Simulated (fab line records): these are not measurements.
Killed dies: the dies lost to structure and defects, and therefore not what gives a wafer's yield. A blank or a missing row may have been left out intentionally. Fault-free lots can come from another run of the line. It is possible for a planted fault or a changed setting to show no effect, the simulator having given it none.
Matching of chambers || flow n5 finfet || ald metal-02 running N5_BEOL_M9_ALD_74: 4 sister chambers
The step deposits TaN, target thk 2 nm, pulse time 2 s, purge time 3 s. 8 wafers are shown with their chamber, then 8 later ones without.

## WAFERS WITH THEIR CHAMBER
{"wafer": "L081.5", "chamber": 1, "heater power w (W)": 379}
{"wafer": "L081.6", "chamber": 0, "heater power w (W)": 422}
{"wafer": "L085.5", "chamber": 2, "heater power w (W)": 530}
{"wafer": "L085.6", "chamber": 1, "heater power w (W)": 373}
{"wafer": "L086.1", "chamber": 2, "heater power w (W)": 542}
{"wafer": "L086.5", "chamber": 0, "heater power w (W)": 433}
{"wafer": "L086.6", "chamber": 3, "heater power w (W)": 440}
{"wafer": "L087.1", "chamber": 3, "heater power w (W)": 446}

## WAFERS WHOSE CHAMBER IS MISSING
{"wafer": "L087.2", "heater power w (W)": 409}
{"wafer": "L087.3", "heater power w (W)": 544}
{"wafer": "L092.2", "heater power w (W)": 370}
{"wafer": "L092.4", "heater power w (W)": 436}
{"wafer": "L092.5", "heater power w (W)": 417}
{"wafer": "L097.3", "heater power w (W)": 446}
{"wafer": "L097.4", "heater power w (W)": 381}
{"wafer": "L097.6", "heater power w (W)": 377}

## EACH ONE'S CHAMBER
{"wafer": "L087.2", "from the rows above": 0, "in truth": 0}
{"wafer": "L087.3", "from the rows above": 2, "in truth": 2}
{"wafer": "L092.2", "from the rows above": 1, "in truth": 1}
{"wafer": "L092.4", "from the rows above": "can't be placed: 3 or 0", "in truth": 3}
{"wafer": "L092.5", "from the rows above": 0, "in truth": 0}
{"wafer": "L097.3", "from the rows above": 3, "in truth": 3}
{"wafer": "L097.4", "from the rows above": 1, "in truth": 1}
{"wafer": "L097.6", "from the rows above": 1, "in truth": 1}
7 of 8 placed correctly. These rows do not allow placing 1 (true chamber among the candidates in 1). Number placed wrongly: 0.
How it was worked out, from the rows above alone: a wafer's distance from a chamber is the root of the sum, over the readings, of the square of ((its reading less the chamber's mean) divided by the reading's scatter). The wafer belongs to the nearest chamber; if the next one is less than 2 further off, it can't be placed. A chamber's mean is the mean of its shown wafers. The scatter is the square root of a quotient: the sum, over the shown wafers, of each reading's squared deviation from its chamber's mean, divided by wafers minus chambers.
